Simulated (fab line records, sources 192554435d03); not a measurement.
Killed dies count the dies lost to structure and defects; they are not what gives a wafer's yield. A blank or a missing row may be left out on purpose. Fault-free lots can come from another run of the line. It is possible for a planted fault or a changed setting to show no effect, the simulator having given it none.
fab line records | flow n5-finfet
[record] lots = 22 wafers = 66 last-day = 17
route steps=1938 shown HKMG_FIN@442 MOL_CONTACT_COAG@526
lots untouched by any fault: they come from a run of this same line in which no faults occurred
start-h: start of the lot's first displayed wafer, in hours after the record's first day | wait-h: hours since the lot's step before | " the same as in the row above | L1.1+2: a row that stands for several wafers | - no value present, or no start provided | * or withheld: withheld | < > ~ a bound
route shown NAME@n: NAME is a module with steps in the file, n the number in the route of the first one | usual: mean/standard deviation of fault-free wafers | same: alike in all rows | chamber/n: place in a boat | sites: readings site by site | _std_site: how widely they spread, as a standard deviation | _edge_site: inner sites' mean taken away from outer sites' mean | radius-mm: how far each site lies from the wafer's centre | mask NAME#n: copy n | behind: the tool/chamber that last shaped the wafer | hold: the reason the lot was held/the length of the hold in hours/how it ended | device: names the non-switching transistor (n, p or np) | end of line: the route-end tests of the same wafers | a step with no rows: only its recipe | killed: at the first sort, the dies lost to defects and structure; wafer yield is something else | map: a wafer's dies, marking killed ones x, the rest . and places with no die _
set.NAME: the setting that was run; set.NAME@STEP: the one run at that earlier step | model.NAME: the simulator's own value behind a step, which no gauge read
steps of the route over a sample of lots; a table a step, a row a wafer
services: when a tool's chamber went out of use (start-h, in hours from the record's first day, below 0 if earlier), for how many hours, and the reason
[[steps]]
[step N5_HKMG_FIN_ALD_91]
[recipe] material = TiN target-thk-a = 10 temp-c = 400 ald-precursor-family = TiCl4 ald-co-reactant = NH3 pulse-time-s = 1 purge-time-s = 3 co-reactant-purge-time-s = 2 co-reactant-pulse-time-s = 2 ald-cycles = 47 pressure-torr = 3
[usual] heater-power-w = 838/110 precursor-pulse-height-rel = 0.999/0.02
[same] ald-cycles = 47 purge-time-s = 3
// columns lot.wafer tool chamber start-h wait-h heater-power-w precursor-pulse-height-rel
L074.2 ald-metal-01 0 79.05 0.3 821 0.989
L074.3 " 3 " " 817 1.015
L074.5 " 0 " " 853 0.997
L077.1 ald-metal-02 3 94.18 0.3 917 1.017
L077.3 " 0 " " 743 1.019
L077.6 " 0 " " 747 1.015
L078.1 ald-metal-03 0 103.69 0.3 877 1.028
L078.3 " 2 " " 657 0.995
L078.6 " 0 " " 844 1.003
L079.1 ald-metal-03 3 108.99 0.3 970 1.005
L079.3 " 2 " " 664 1.002
L079.6 " 2 " " 660 1.015
L080.1 ald-metal-03 0 116.11 0.3 855 0.977
L080.3 " 1 " " 1047 0.982
L080.5 " 0 " " 863 0.982
L081.2 ald-metal-01 0 118.89 0.3 824 1.070
L081.3 " 2 " " 767 1.012
L081.5 " 0 " " 830 0.997
L082.1 ald-metal-03 3 128.32 0.3 949 0.970
L082.2 " 0 " " 859 1.028
L082.3 " 2 " " 661 1.001
L083.2 ald-metal-03 2 132.86 0.3 668 1.017
L083.4 " 1 " " 1027 1.015
L083.5 " 0 " " 860 1.007
L084.2 ald-metal-02 0 135.20 0.3 740 1.015
L084.3 " 3 " " 921 0.990
L084.5 " 3 " " 913 1.002
L085.3 ald-metal-01 3 143.04 0.1 803 1.005
L085.4 " 1 " " 791 0.984
L085.6 " 0 " " 818 0.985
L086.1 ald-metal-03 0 147.73 0.3 882 0.981
L086.3 " 3 " " 948 0.992
L086.4 " 2 " " 680 1.015
L087.1 ald-metal-03 1 153.16 0.3 1002 1.026
L087.3 " 2 " " 657 1.000
L087.6 " 2 " " 660 0.990
L088.1 ald-metal-03 0 159.36 0.3 855 1.008
L088.3 " 3 " " 936 0.986
L088.5 " 1 " " 1061 1.015
L089.4 ald-metal-03 0 166.62 0.1 869 0.980
L089.5 " 1 " " 1045 0.991
L089.6 " 0 " " 833 0.995
L090.1 ald-metal-03 3 171.00 0.3 938 0.996
L090.2 " 1 " " 1025 1.000
L090.5 " 1 " " 1025 1.056
L091.2 ald-metal-02 1 178.72 0.3 720 0.965
L091.3 " 3 " " 937 1.005
L091.4 " 0 " " 753 0.972
L092.2 ald-metal-02 0 184.31 0.3 744 1.020
L092.5 " 1 " " 702 1.001
L092.6 " 2 " " 858 0.960
L093.2 ald-metal-01 3 192.91 0.3 806 0.997
L093.4 " 2 " " 764 1.020
L093.5 " 0 " " 829 0.997
L094.1 ald-metal-01 2 197.31 0.3 761 1.011
L094.4 " 0 " " 838 0.979
L094.6 " 3 " " 791 0.999
L095.1 ald-metal-02 3 200.87 0.3 922 1.015
L095.3 " 1 " " 724 0.983
L095.4 " 0 " " 734 0.985
L096.1 ald-metal-01 3 214.46 0.3 765 1.028
L096.3 " 1 " " 818 0.967
L096.4 " 2 " " 773 0.962
L097.2 ald-metal-03 2 220.80 0.3 675 1.006
L097.5 " 1 " " 1033 1.028
L097.6 " 0 " " 848 1.013
[step N5_HKMG_FIN_ETCH_86]
[recipe] chemistry = N2/H2 target = SOC target-depth-a = 3932 stop-on = TiN ion-energy-ev = 100 bias-w = 61 pressure-mtorr = 30 source-w = 850 n2-flow-sccm = 200 h2-flow-sccm = 200
[usual] drypump-motor-current-A = 5.8/0.58 h2-flow-sccm = 199.9/0.61 oes-product-au = 0.76/0.08 rf-vpp-V = 241.0/1.4 showerhead-plenum-p-Torr = 2.56/0.09 throttle-valve-pct = 17.95/0.26
// columns lot.wafer tool chamber start-h wait-h drypump-motor-current-A h2-flow-sccm oes-product-au rf-hours-counter-h rf-vpp-V showerhead-plenum-p-Torr throttle-valve-pct
L074.2 rie-diel-04 3 79.40 - 6.2 199.3 0.80 88 239.6 2.46 18.09
L074.3 " 0 " " 6.7 199.2 0.76 150 241.7 2.65 17.79
L074.5 " 1 " " 5.9 199.6 0.71 - 241.6 2.62 18.31
L077.1 rie-diel-05 2 94.59 - 5.3 200.8 0.92 16 242.9 2.59 17.33
L077.3 " 1 " " 5.3 200.4 0.68 222 239.6 2.41 18.26
L077.6 " 1 " " 5.3 200.1 0.68 - 238.3 2.41 18.30
L078.1 rie-diel-05 1 104.03 - 5.3 199.0 0.68 225 238.2 2.41 18.28
L078.3 " 2 " " 5.3 200.7 0.90 19 240.3 2.59 17.34
L078.6 " 3 " " 6.3 199.5 0.69 - 242.9 2.62 18.06
L079.1 rie-diel-06 2 109.42 - 5.1 199.0 0.81 61 241.3 2.70 17.61
L079.3 " 3 " " 5.9 199.9 0.84 68 241.8 2.58 17.74
L079.6 " 3 " " 5.9 199.8 0.82 - 241.4 2.58 17.73
L080.1 rie-diel-04 3 116.45 - 6.2 199.5 0.79 100 240.9 2.45 18.11
L080.3 " 1 " " 5.9 199.6 0.70 212 241.2 2.61 18.32
L080.5 " 1 " " 5.9 199.6 0.70 - 241.4 2.61 18.31
L081.2 rie-diel-04 0 119.23 - 6.7 200.0 0.74 163 242.5 2.65 17.82
L081.3 " 1 " " 5.9 200.2 0.70 213 241.1 2.61 18.29
L081.5 " 2 " " 5.7 199.9 0.67 - 241.3 2.50 18.00
L082.1 rie-diel-04 0 128.66 - 6.7 199.4 0.74 167 244.1 2.65 17.84
L082.2 " 3 " " 6.3 199.5 0.79 103 240.8 2.45 18.11
L082.3 " 2 " " 5.7 200.8 0.66 239 240.0 2.49 18.01
L083.2 rie-diel-06 2 133.38 - 5.1 199.4 0.81 70 242.2 2.70 17.64
L083.4 " 3 " " 5.9 199.7 0.81 - 240.6 2.58 17.75
L083.5 " 0 " " 6.2 199.9 0.70 - 239.0 2.52 18.22
L084.2 rie-diel-05 1 135.54 - 5.4 199.8 0.68 236 238.8 2.41 18.31
L084.3 " 2 " " 5.3 199.0 0.89 31 240.9 2.59 17.36
L084.5 " 0 " " 4.8 199.8 0.69 - 239.4 2.41 18.03
L085.3 rie-diel-04 1 143.40 - 5.9 199.1 0.69 222 242.0 2.61 18.34
L085.4 " 1 " " 5.9 198.7 0.70 - 242.6 2.61 18.32
L085.6 " 2 " " 5.7 199.6 0.67 - 240.3 2.49 18.00
L086.1 rie-diel-04 1 148.07 - 5.9 199.9 0.69 225 241.6 2.61 18.34
L086.3 " 3 " " 6.2 200.5 0.78 111 239.6 2.45 18.15
L086.4 " 0 " " 6.7 199.5 0.75 171 239.9 2.64 17.86
L087.1 rie-diel-06 3 153.49 - 5.9 199.0 0.80 86 241.0 2.58 17.76
L087.3 " 2 " " 5.1 200.4 0.79 79 244.2 2.69 17.64
L087.6 " 3 " " 5.9 199.4 0.80 - 241.2 2.58 17.77
L088.1 rie-diel-06 0 159.70 - 6.2 200.6 0.68 236 240.4 2.51 18.26
L088.3 " 3 " " 5.9 199.8 0.80 88 241.8 2.57 17.78
L088.5 " 0 " " 6.2 200.4 0.69 - 240.7 2.51 18.24
L089.4 rie-diel-04 3 166.99 - 6.2 199.8 0.77 - 239.7 2.45 18.14
L089.5 " 1 " " 5.9 199.3 0.69 - 241.1 2.60 18.35
L089.6 " 0 " " 6.7 200.0 0.74 - 240.3 2.64 17.86
L090.1 rie-diel-04 3 171.46 - 6.3 201.9 0.77 121 239.6 2.45 18.14
L090.2 " 1 " " 5.9 198.6 0.69 233 240.9 2.60 18.39
L090.5 " 3 " " 6.2 200.8 0.77 - 239.8 2.45 18.14
L091.2 rie-diel-04 1 179.06 - 5.9 199.4 0.69 238 240.6 2.60 18.37
L091.3 " 0 " " 6.7 200.1 0.73 185 241.2 2.64 17.85
L091.4 " 3 " " 6.2 199.6 0.77 - 239.2 2.44 18.15
L092.2 rie-diel-04 3 184.65 - 6.2 199.6 0.76 127 239.9 2.44 18.15
L092.5 " 2 " " 5.7 200.1 0.99 - 240.0 2.49 17.62
L092.6 " 1 " " 5.9 199.3 0.68 - 241.5 2.60 18.37
L093.2 rie-diel-05 2 193.29 - 5.3 200.6 0.85 53 242.2 2.58 17.40
L093.4 " 1 " " 5.4 198.8 0.95 2 242.8 2.72 17.91
L093.5 " 0 " " 4.8 199.2 0.67 - 239.1 2.40 18.10
L094.1 rie-diel-06 2 197.75 - 5.1 201.3 0.77 96 243.1 2.68 17.67
L094.4 " 1 " " 4.8 199.5 0.69 - 239.3 2.50 17.88
L094.6 " 2 " " 5.1 199.5 0.78 - 240.9 2.68 17.67
L095.1 rie-diel-06 1 201.21 - 4.8 200.1 0.69 216 241.1 2.50 17.89
L095.3 " 2 " " 5.1 199.2 0.79 98 242.4 2.68 17.67
L095.4 " 3 " " 5.9 200.4 0.79 - 241.2 2.57 17.80
L096.1 rie-diel-04 0 214.80 - 6.7 199.8 0.72 195 241.8 2.63 17.85
L096.3 " 3 " " 6.2 201.0 0.75 136 238.2 2.44 18.17
L096.4 " 2 " " 5.7 201.2 0.95 - 238.7 2.48 17.62
L097.2 rie-diel-05 0 221.15 - 4.8 199.6 0.99 2 244.7 2.72 17.71
L097.5 " 2 " " 5.3 200.2 0.83 - 241.1 2.57 17.43
L097.6 " 1 " " 5.4 199.6 0.92 - 244.6 2.72 17.92
[step N5_HKMG_FIN_INSPECT_28]
[recipe] inspect-instrument = darkfield mode = post-cmp
[usual] raw-defect-count = 37/14
// columns lot.wafer tool chamber start-h wait-h raw-defect-count
L074.2 defect-inspect-02 - 82.61 0.0 43
L074.3 " - " " 47
L074.5 " - " " 33
L077.1 defect-inspect-01 - 97.75 0.0 54
L077.3 " - " " 60
L077.6 " - " " 30
L078.1 defect-inspect-02 - 107.34 0.0 30
L078.3 " - " " 62
L078.6 " - " " 24
L079.1 defect-inspect-02 - 112.57 0.0 41
L079.3 " - " " 12
L079.6 " - " " 27
L080.1 defect-inspect-02 - 119.61 0.0 37
L080.3 " - " " 32
L080.5 " - " " 45
L081.2 defect-inspect-02 - 122.29 0.0 47
L081.3 " - " " 55
L081.5 " - " " 48
L082.1 defect-inspect-01 - 131.95 0.0 30
L082.2 " - " " 29
L082.3 " - " " 77
L083.2 defect-inspect-02 - 136.80 0.0 36
L083.4 " - " " 32
L083.5 " - " " 22
L084.2 defect-inspect-02 - 138.75 0.0 22
L084.3 " - " " 24
L084.5 " - " " 23
L085.3 defect-inspect-02 - 146.49 0.0 30
L085.4 " - " " 14
L085.6 " - " " 32
L086.1 defect-inspect-02 - 151.13 0.0 37
L086.3 " - " " 46
L086.4 " - " " 30
L087.1 defect-inspect-01 - 156.55 0.0 40
L087.3 " - " " 45
L087.6 " - " " 36
L088.1 defect-inspect-02 - 162.98 0.0 18
L088.3 " - " " 21
L088.5 " - " " 39
L089.4 defect-inspect-02 - 170.02 0.0 19
L089.5 " - " " 70
L089.6 " - " " 42
L090.1 defect-inspect-01 - 174.59 0.0 26
L090.2 " - " " 29
L090.5 " - " " 33
L091.2 defect-inspect-01 - 182.35 0.2 55
L091.3 " - " " 38
L091.4 " - " " 32
L092.2 defect-inspect-01 - 187.71 0.0 34
L092.5 " - " " 36
L092.6 " - " " 30
L093.2 defect-inspect-02 - 196.44 0.0 56
L093.4 " - " " 28
L093.5 " - " " 43
L094.1 defect-inspect-02 - 200.98 0.0 82
L094.4 " - " " 44
L094.6 " - " " 51
L095.1 defect-inspect-01 - 204.40 0.0 13
L095.3 " - " " 31
L095.4 " - " " 28
L096.1 defect-inspect-02 - 217.98 0.0 39
L096.3 " - " " 39
L096.4 " - " " 68
L097.2 defect-inspect-01 - 224.61 0.0 24
L097.5 " - " " 16
L097.6 " - " " 34
[step N5_MOL_CONTACT_COAG_CD_MEAS_08]
[recipe] target-cd-nm = 28 landing-energy-ev = 500 detector = se-inlens polarity = opening
[usual] cd-nm = 27.83/0.26
// columns lot.wafer tool chamber start-h wait-h cd-nm
L074.2 cd-sem-03 0 90.74 - 27.75
L074.3 " 0 " " 27.97
L074.5 " 0 " " 27.56
L077.1 cd-sem-01 0 105.31 - 27.41
L077.3 " 0 " " 27.83
L077.6 " 0 " " 28.22
L078.1 cd-sem-03 0 115.26 - 27.68
L078.3 " 0 " " 27.80
L078.6 " 0 " " 27.78
L079.1 cd-sem-01 0 120.27 - 27.66
L079.3 " 0 " " 28.59
L079.6 " 0 " " 27.73
L080.1 cd-sem-02 0 127.72 - 27.92
L080.3 " 0 " " 27.61
L080.5 " 0 " " 27.95
L081.2 cd-sem-03 0 129.73 - 27.64
L081.3 " 0 " " 27.62
L081.5 " 0 " " 27.78
L082.1 cd-sem-02 0 139.92 - 27.47
L082.2 " 0 " " 27.67
L082.3 " 0 " " 27.90
L083.2 cd-sem-03 0 144.55 - 28.23
L083.4 " 0 " " 27.80
L083.5 " 0 " " 27.51
L084.2 cd-sem-01 0 146.11 - 27.72
L084.3 " 0 " " 27.63
L084.5 " 0 " " 27.95
L085.3 cd-sem-03 0 154.41 - 28.31
L085.4 " 0 " " 28.18
L085.6 " 0 " " 27.93
L086.1 cd-sem-03 0 159.64 - 27.54
L086.3 " 0 " " 27.26
L086.4 " 0 " " 27.94
L087.1 cd-sem-01 0 164.94 - 28.07
L087.3 " 0 " " 27.33
L087.6 " 0 " " 27.92
L088.1 cd-sem-02 0 170.97 - 27.65
L088.3 " 0 " " 27.75
L088.5 " 0 " " 28.07
L089.4 cd-sem-03 0 177.64 - 28.15
L089.5 " 0 " " 27.98
L089.6 " 0 " " 27.60
L090.1 cd-sem-03 0 182.77 - 28.16
L090.2 " 0 " " 27.92
L090.5 " 0 " " 27.64
L091.2 cd-sem-03 0 189.84 - 27.77
L091.3 " 0 " " 27.97
L091.4 " 0 " " 27.96
L092.2 cd-sem-01 0 195.22 - 28.34
L092.5 " 0 " " 27.92
L092.6 " 0 " " 28.10
L093.2 cd-sem-01 0 204.40 - 27.85
L093.4 " 0 " " 27.53
L093.5 " 0 " " 27.97
L094.1 cd-sem-03 0 208.62 - 27.84
L094.4 " 0 " " 27.73
L094.6 " 0 " " 27.40
L095.1 cd-sem-03 0 212.29 - 28.08
L095.3 " 0 " " 27.97
L095.4 " 0 " " 27.78
L096.1 cd-sem-02 0 225.90 - 27.61
L096.3 " 0 " " 28.20
L096.4 " 0 " " 27.47
L097.2 cd-sem-02 0 232.28 - 27.96
L097.5 " 0 " " 28.45
L097.6 " 0 " " 28.06
[step N5_MOL_CONTACT_COAG_ETCH_59]
[recipe] chemistry = N2/H2 target = underlayer target-depth-a = 130 mask-material = CAR-EUV time-s = 10.4 ion-energy-ev = 200 pressure-mtorr = 30 source-w = 840 bias-w = 150 n2-flow-sccm = 200 h2-flow-sccm = 200 ends = cleared
[usual] drypump-motor-current-A = 5.8/0.58 etch-rf-on-time-s = 10.31/0.25 h2-flow-sccm = 200.0/0.65 oes-product-au = 0.66/0.076 rf-vpp-V = 524.2/2.5 showerhead-plenum-p-Torr = 2.55/0.091 throttle-valve-pct = 17.97/0.3
// columns lot.wafer tool chamber start-h wait-h drypump-motor-current-A etch-rf-on-time-s h2-flow-sccm oes-product-au rf-hours-counter-h rf-vpp-V showerhead-plenum-p-Torr throttle-valve-pct
L074.2 rie-diel-04 3 90.97 0.0 6.2 10.53 199.7 0.68 92 521.0 2.46 18.14
L074.3 " 1 " " 5.9 9.82 200.4 0.63 204 525.4 2.62 18.34
L074.5 " 2 " " 5.7 10.59 199.6 0.58 - 522.8 2.50 18.02
L077.1 rie-diel-04 3 105.85 0.0 6.2 10.49 199.9 0.67 96 521.7 2.46 18.15
L077.3 " 2 " " 5.7 10.64 198.3 0.57 230 521.7 2.50 18.01
L077.6 " 1 " " 5.9 10.02 199.9 0.62 - 526.0 2.61 18.35
L078.1 rie-diel-06 1 115.41 0.0 4.8 10.47 201.2 0.62 188 524.4 2.51 17.89
L078.3 " 2 " " 5.1 10.48 200.0 0.70 64 527.3 2.70 17.65
L078.6 " 1 " " 4.8 10.57 200.4 0.61 - 523.6 2.51 17.87
L079.1 rie-diel-05 1 120.43 0.0 5.3 10.11 201.2 0.59 231 521.3 2.41 18.33
L079.3 " 2 " " 5.3 10.49 200.7 0.77 25 524.4 2.59 17.40
L079.6 " 2 " " 5.3 10.59 200.2 0.76 - 525.8 2.59 17.39
L080.1 rie-diel-04 1 127.88 0.0 5.9 9.95 200.3 0.62 216 525.9 2.61 18.36
L080.3 " 0 " " 6.7 10.36 199.9 0.65 166 525.0 2.65 17.89
L080.5 " 1 " " 5.9 9.97 199.1 0.62 - 526.8 2.61 18.36
L081.2 rie-diel-05 2 130.05 0.0 5.3 10.45 200.1 0.76 28 525.1 2.59 17.40
L081.3 " 0 " " 4.8 9.94 200.1 0.61 222 520.4 2.41 18.08
L081.5 " 2 " " 5.3 10.46 200.0 0.76 - 525.4 2.59 17.41
L082.1 rie-diel-05 1 140.08 0.0 5.3 10.10 200.9 0.59 238 518.0 2.41 18.34
L082.2 " 2 " " 5.3 10.50 200.2 0.75 32 526.1 2.58 17.42
L082.3 " 0 " " 4.8 9.90 199.7 0.60 227 519.4 2.41 18.08
L083.2 rie-diel-04 3 144.71 0.0 6.2 10.45 199.6 0.66 110 521.6 2.45 18.16
L083.4 " 2 " " 5.6 10.71 199.8 0.56 245 522.7 2.49 18.05
L083.5 " 3 " " 6.2 10.49 199.8 0.67 - 522.1 2.45 18.18
L084.2 rie-diel-05 1 146.55 0.0 5.3 10.27 199.3 0.58 242 521.6 2.40 18.34
L084.3 " 2 " " 5.3 10.60 200.7 0.74 36 523.6 2.58 17.41
L084.5 " 1 " " 5.3 10.31 200.3 0.58 - 518.7 2.40 18.36
L085.3 rie-diel-06 3 154.57 0.0 5.8 10.48 200.1 0.69 86 524.0 2.58 17.82
L085.4 " 1 " " 4.8 10.76 200.1 0.60 198 524.0 2.51 17.91
L085.6 " 0 " " 6.2 10.32 200.9 0.60 - 523.4 2.52 18.29
L086.1 rie-diel-04 1 159.80 0.0 5.9 9.97 199.0 0.61 227 524.8 2.61 18.38
L086.3 " 0 " " 6.7 10.22 200.3 0.65 174 526.6 2.64 17.89
L086.4 " 3 " " 6.2 10.61 200.3 0.66 - 521.7 2.45 18.16
L087.1 rie-diel-05 2 165.37 0.0 5.3 10.47 200.1 0.74 42 523.8 2.58 17.42
L087.3 " 3 " " 6.3 10.07 198.9 0.83 4 525.5 2.62 17.72
L087.6 " 0 " " 4.8 10.02 200.4 0.59 - 521.4 2.40 18.11
L088.1 rie-diel-04 3 171.12 0.0 6.2 10.42 199.4 0.67 121 521.2 2.45 18.17
L088.3 " 1 " " 5.9 10.01 199.5 0.60 233 524.9 2.60 18.40
L088.5 " 0 " " 6.7 10.20 200.5 0.63 - 526.7 2.64 17.90
L089.4 rie-diel-04 1 178.12 0.0 5.9 10.01 200.6 0.60 - 526.5 2.60 18.41
L089.5 " 3 " " 6.2 10.64 199.3 0.65 - 521.4 2.44 18.21
L089.6 " 0 " " 6.7 10.30 199.8 0.64 - 525.9 2.64 17.89
L090.1 rie-diel-06 3 182.92 0.0 5.9 10.47 201.0 0.67 97 524.7 2.57 17.82
L090.2 " 1 " " 4.8 10.57 199.9 0.60 208 521.1 2.50 17.92
L090.5 " 2 " " 5.1 10.49 199.3 0.68 - 527.1 2.69 17.69
L091.2 rie-diel-06 2 190.06 0.0 5.1 10.39 200.8 0.67 92 527.3 2.69 17.73
L091.3 " 1 " " 4.8 10.44 200.2 0.60 210 523.9 2.50 17.93
L091.4 " 3 " " 5.9 10.38 199.4 0.68 100 524.9 2.57 17.81
L092.2 rie-diel-05 3 195.48 0.0 6.4 9.97 200.6 0.79 15 524.5 2.61 17.73
L092.5 " 1 " " 5.4 9.91 199.4 0.84 - 528.7 2.72 17.96
L092.6 " 2 " " 5.3 10.47 200.9 0.73 - 525.2 2.58 17.44
L093.2 rie-diel-04 2 204.56 0.0 5.7 10.61 201.3 0.80 8 522.0 2.48 17.65
L093.4 " 3 " " 6.2 10.56 199.3 0.64 133 522.6 2.44 18.22
L093.5 " 2 " " 5.6 10.54 200.1 0.81 - 522.6 2.49 17.66
L094.1 rie-diel-05 3 208.81 0.0 6.3 9.98 200.8 0.79 20 525.2 2.61 17.75
L094.4 " 2 " " 5.3 10.57 199.1 0.72 - 525.3 2.57 17.46
L094.6 " 1 " " 5.3 9.80 200.0 0.83 - 529.3 2.72 17.97
L095.1 rie-diel-05 3 212.45 0.0 6.3 10.03 200.9 0.79 21 528.2 2.61 17.76
L095.3 " 2 " " 5.3 10.51 200.2 0.72 60 525.0 2.57 17.46
L095.4 " 1 " " 5.3 9.93 199.3 0.82 - 528.1 2.72 17.96
L096.1 rie-diel-04 2 226.06 0.0 5.7 10.50 199.5 0.78 17 521.8 2.48 17.67
L096.3 " 0 " " 6.7 10.15 198.4 0.63 201 525.4 2.63 17.92
L096.4 " 0 " " 6.7 10.27 198.9 0.62 - 526.3 2.63 17.94
L097.2 rie-diel-04 0 232.56 0.0 6.7 10.14 199.1 0.62 203 526.8 2.63 17.94
L097.5 " 3 " " 6.2 10.50 201.0 0.64 - 520.6 2.44 18.24
L097.6 " 2 " " 5.7 10.52 199.3 0.79 - 522.3 2.48 17.69
[step N5_MOL_CONTACT_COAG_ETCH_106]
[recipe] chemistry = N2/H2 target = SOC target-depth-a = 800 overetch-a = 160 mask-material = SiARC temp-c = 40 time-s = 120 ion-energy-ev = 200 pressure-mtorr = 30 source-w = 840 bias-w = 150 n2-flow-sccm = 200 h2-flow-sccm = 200
[usual] drypump-motor-current-A = 5.8/0.58 h2-flow-sccm = 200.0/0.55 oes-product-au = 0.69/0.078 rf-vpp-V = 524.1/2.7 showerhead-plenum-p-Torr = 2.55/0.091 throttle-valve-pct = 17.94/0.3
[same] time-s = 120
// columns lot.wafer tool chamber start-h wait-h drypump-motor-current-A h2-flow-sccm oes-product-au rf-hours-counter-h rf-vpp-V showerhead-plenum-p-Torr throttle-valve-pct
L074.2 rie-diel-04 3 91.02 0.0 6.2 199.8 0.71 92 521.7 2.46 18.11
L074.3 " 1 " " 5.9 200.1 0.64 204 526.6 2.62 18.32
L074.5 " 2 " " 5.6 200.5 0.61 - 522.3 2.50 17.99
L077.1 rie-diel-04 3 105.90 0.0 6.2 200.0 0.71 96 522.4 2.46 18.12
L077.3 " 2 " " 5.7 199.2 0.61 230 522.3 2.50 17.99
L077.6 " 1 " " 5.9 199.4 0.64 - 526.7 2.61 18.32
L078.1 rie-diel-06 1 115.46 0.0 4.8 200.3 0.65 188 522.7 2.51 17.87
L078.3 " 2 " " 5.1 199.7 0.73 64 527.7 2.70 17.64
L078.6 " 1 " " 4.8 199.9 0.64 - 523.0 2.51 17.86
L079.1 rie-diel-05 1 120.48 0.0 5.3 199.8 0.61 231 520.4 2.41 18.31
L079.3 " 2 " " 5.3 198.9 0.80 25 525.2 2.59 17.37
L079.6 " 2 " " 5.3 199.4 0.81 - 524.4 2.59 17.37
L080.1 rie-diel-04 1 127.93 0.0 5.9 200.3 0.63 217 527.4 2.61 18.33
L080.3 " 0 " " 6.7 199.9 0.67 166 528.2 2.65 17.84
L080.5 " 1 " " 5.9 199.7 0.63 - 524.3 2.61 18.34
L081.2 rie-diel-05 2 130.10 0.0 5.3 199.1 0.80 28 524.5 2.59 17.36
L081.3 " 0 " " 4.8 199.8 0.62 222 520.7 2.41 18.04
L081.5 " 2 " " 5.3 199.2 0.80 - 526.0 2.59 17.38
L082.1 rie-diel-05 1 140.12 0.0 5.3 199.6 0.61 238 521.2 2.41 18.31
L082.2 " 2 " " 5.3 200.8 0.79 32 524.4 2.59 17.38
L082.3 " 0 " " 4.8 200.1 0.62 227 518.5 2.41 18.06
L083.2 rie-diel-04 3 144.76 0.0 6.2 200.1 0.70 110 522.8 2.45 18.15
L083.4 " 2 " " 5.7 200.3 0.61 245 523.7 2.49 18.02
L083.5 " 3 " " 6.2 199.1 0.70 - 520.8 2.45 18.14
L084.2 rie-diel-05 1 146.60 0.0 5.3 200.4 0.61 242 519.8 2.40 18.32
L084.3 " 2 " " 5.3 199.6 0.79 36 524.7 2.58 17.39
L084.5 " 1 " " 5.3 200.6 0.61 - 521.7 2.41 18.31
L085.3 rie-diel-06 3 154.62 0.0 5.8 199.8 0.72 86 525.5 2.58 17.80
L085.4 " 1 " " 4.8 200.0 0.64 198 523.5 2.51 17.86
L085.6 " 0 " " 6.2 199.5 0.62 - 522.8 2.52 18.27
L086.1 rie-diel-04 1 159.85 0.0 5.9 199.7 0.62 228 527.2 2.61 18.37
L086.3 " 0 " " 6.7 201.0 0.67 174 525.6 2.64 17.86
L086.4 " 3 " " 6.2 199.6 0.70 - 521.3 2.45 18.16
L087.1 rie-diel-05 2 165.42 0.0 5.3 200.9 0.78 42 524.9 2.58 17.39
L087.3 " 3 " " 6.3 198.8 0.85 4 526.6 2.62 17.69
L087.6 " 0 " " 4.8 200.8 0.61 - 519.6 2.40 18.06
L088.1 rie-diel-04 3 171.17 0.0 6.2 201.1 0.69 121 521.6 2.45 18.17
L088.3 " 1 " " 5.9 200.8 0.62 233 524.4 2.60 18.37
L088.5 " 0 " " 6.7 199.5 0.66 - 525.5 2.64 17.86
L089.4 rie-diel-04 1 178.19 0.0 5.9 199.7 0.62 - 526.2 2.60 18.38
L089.5 " 3 " " 6.3 200.2 0.69 - 521.4 2.44 18.15
L089.6 " 0 " " 6.7 199.3 0.65 - 525.3 2.64 17.86
L090.1 rie-diel-06 3 182.97 0.0 5.9 200.3 0.71 97 524.4 2.57 17.79
L090.2 " 1 " " 4.8 199.7 0.64 208 524.9 2.50 17.89
L090.5 " 2 " " 5.1 199.7 0.71 - 528.8 2.69 17.68
L091.2 rie-diel-06 2 190.11 0.0 5.1 199.8 0.70 92 525.1 2.69 17.67
L091.3 " 1 " " 4.8 199.1 0.64 210 523.3 2.50 17.89
L091.4 " 3 " " 5.9 200.7 0.72 100 524.5 2.57 17.78
L092.2 rie-diel-05 3 195.53 0.0 6.3 200.7 0.82 15 524.8 2.61 17.70
L092.5 " 1 " " 5.3 200.5 0.85 - 528.3 2.72 17.93
L092.6 " 2 " " 5.3 200.5 0.76 - 525.1 2.58 17.41
L093.2 rie-diel-04 2 204.60 0.0 5.7 199.6 0.86 8 521.3 2.49 17.63
L093.4 " 3 " " 6.2 199.4 0.68 133 520.5 2.44 18.18
L093.5 " 2 " " 5.7 200.3 0.86 - 521.6 2.49 17.63
L094.1 rie-diel-05 3 208.86 0.0 6.3 200.6 0.81 20 524.6 2.61 17.70
L094.4 " 2 " " 5.3 200.3 0.75 - 524.8 2.57 17.42
L094.6 " 1 " " 5.3 200.0 0.83 - 528.6 2.72 17.94
L095.1 rie-diel-05 3 212.49 0.0 6.3 199.5 0.81 21 526.2 2.61 17.73
L095.3 " 2 " " 5.3 199.4 0.75 60 524.7 2.57 17.44
L095.4 " 1 " " 5.3 200.9 0.83 - 528.7 2.72 17.94
L096.1 rie-diel-04 2 226.11 0.0 5.7 200.1 0.82 17 522.1 2.48 17.65
L096.3 " 0 " " 6.7 199.2 0.65 201 525.4 2.63 17.91
L096.4 " 0 " " 6.7 199.5 0.66 - 527.7 2.63 17.91
L097.2 rie-diel-04 0 232.61 0.0 6.7 200.6 0.65 203 526.7 2.63 17.90
L097.5 " 3 " " 6.2 200.4 0.68 - 522.5 2.44 18.20
L097.6 " 2 " " 5.6 199.3 0.82 - 522.1 2.48 17.67
[[services]]
// columns tool chamber start-h hours kind
rie-diel-05 - 61.60 0.2 repair
ald-metal-03 2 90.92 1.9 repair
rie-diel-05 3 133.54 - clean
rie-diel-05 3 133.54 - consumable-replace:focus-ring
rie-diel-05 3 133.54 18.2 scheduled-down
rie-diel-05 3 133.54 18.2 vent-cycle
rie-diel-04 0 138.65 5.3 repair
rie-diel-06 0 147.08 5.7 repair
rie-diel-04 2 159.67 - clean
rie-diel-04 2 159.67 - consumable-replace:focus-ring
rie-diel-04 2 159.67 21.8 scheduled-down
rie-diel-04 2 159.67 21.8 vent-cycle
rie-diel-05 1 170.15 - clean
rie-diel-05 1 170.15 - consumable-replace:focus-ring
rie-diel-05 1 170.15 - consumable-replace:showerhead
rie-diel-05 1 170.15 17.4 scheduled-down
rie-diel-05 1 170.15 17.4 vent-cycle
ald-metal-02 - 185.64 8.7 pm
rie-diel-05 0 200.40 - clean
rie-diel-05 0 200.40 - consumable-replace:focus-ring
rie-diel-04 1 214.39 - clean
rie-diel-04 1 214.39 - consumable-replace:focus-ring
rie-diel-04 1 214.39 16.8 scheduled-down
rie-diel-04 1 214.39 16.8 vent-cycle
[[key]]
fault none
